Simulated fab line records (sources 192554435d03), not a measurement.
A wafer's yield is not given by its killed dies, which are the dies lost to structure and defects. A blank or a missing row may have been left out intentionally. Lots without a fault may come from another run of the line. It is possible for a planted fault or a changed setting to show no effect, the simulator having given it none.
3 desks, one fault | flow n5-finfet | each desk holds nothing but its own numbers, with what lay behind them at the end

TOOL OWNER'S DESK, ald-sin-03
The tool's own readings at N5_ILD0_ALD_15 (deposits SiNx, target thk 24 nm, pulse time 1 s, ald cycles 480): means of the sampled wafers that have a number, for each lot that ran on this tool. A lot is out of limits, marked OUT, if its mean lies more than 4 standard deviations from the usual mean; the brackets give that distance.
Columns: A = heater-power-w at N5_ILD0_ALD_15, usual 815 W; B = precursor-pulse-height-rel at N5_ILD0_ALD_15, usual 1.001
lot  | first seen here | A   | B
L660 | day 4 15:38     | 839 | 0.990
L662 | day 4 22:23     | 913 | 0.990
L664 | day 5 07:09     | 914 | 1.008
This desk found nothing out of limits on any of the 3 lots.

FROM THE METROLOGY DESK
What the gauges read, lot by lot, whatever tool the lot ran on: means of the sampled wafers that have a number. A lot is out of limits, marked OUT, if its mean lies more than 4 standard deviations from the usual mean; the brackets give that distance.
Columns: A = RS_SD_N at N5_SD_ACTIVATION_RS_MEAS_03, usual 21.9 ohm/sq; B = RS_SD_P at N5_SD_ACTIVATION_RS_MEAS_03, usual 56.1 ohm/sq; C = thk-nm at N5_ILD0_THK_MEAS_04, usual 196.7 nm; D = thk-nm at N5_ILD0_THK_MEAS_08, usual 138.3 nm
lot  | first seen here | A    | B    | C     | D
L660 | day 4 11:15     | 21.6 | 57.4 | 197.8 | 138.2
L662 | day 4 17:57     | 22.0 | 56.8 | 197.1 | 137.7
L663 | day 4 21:29     | 21.9 | 56.2 | 195.7 | 138.1
L664 | day 5 03:03     | 22.3 | 55.3 | 196.5 | 138.2
L668 | day 6 10:31     | 21.7 | 55.9 | 195.3 | 137.8
L671 | day 7 00:31     | 22.1 | 55.6 | 195.9 | 139.5
This desk found nothing out of limits on any of the 6 lots.

THE DEFECT DESK
Per lot, the means of the sampled wafers with a number show what the inspections along the route counted. A lot is out of limits, marked OUT, if its mean lies more than 4 standard deviations from the usual mean; the brackets give that distance.
Columns: A = raw-defect-count at N5_SD_ACTIVATION_INSPECT_02, usual 177
lot  | first seen here | A
L660 | day 4 11:33     | 204
L662 | day 4 18:16     | 226
L663 | day 4 21:49     | 190
L664 | day 5 03:23     | 205
L668 | day 6 10:49     | 175
L671 | day 7 00:50     | 146
This desk found nothing out of limits on any of the 6 lots.

ALL TOGETHER
The tool owner's desk saw nothing out of limits.
Metrology desk: nothing out of limits seen.
The defect desk saw nothing out of limits.

WHAT WAS PUT IN BY THE SIMULATOR
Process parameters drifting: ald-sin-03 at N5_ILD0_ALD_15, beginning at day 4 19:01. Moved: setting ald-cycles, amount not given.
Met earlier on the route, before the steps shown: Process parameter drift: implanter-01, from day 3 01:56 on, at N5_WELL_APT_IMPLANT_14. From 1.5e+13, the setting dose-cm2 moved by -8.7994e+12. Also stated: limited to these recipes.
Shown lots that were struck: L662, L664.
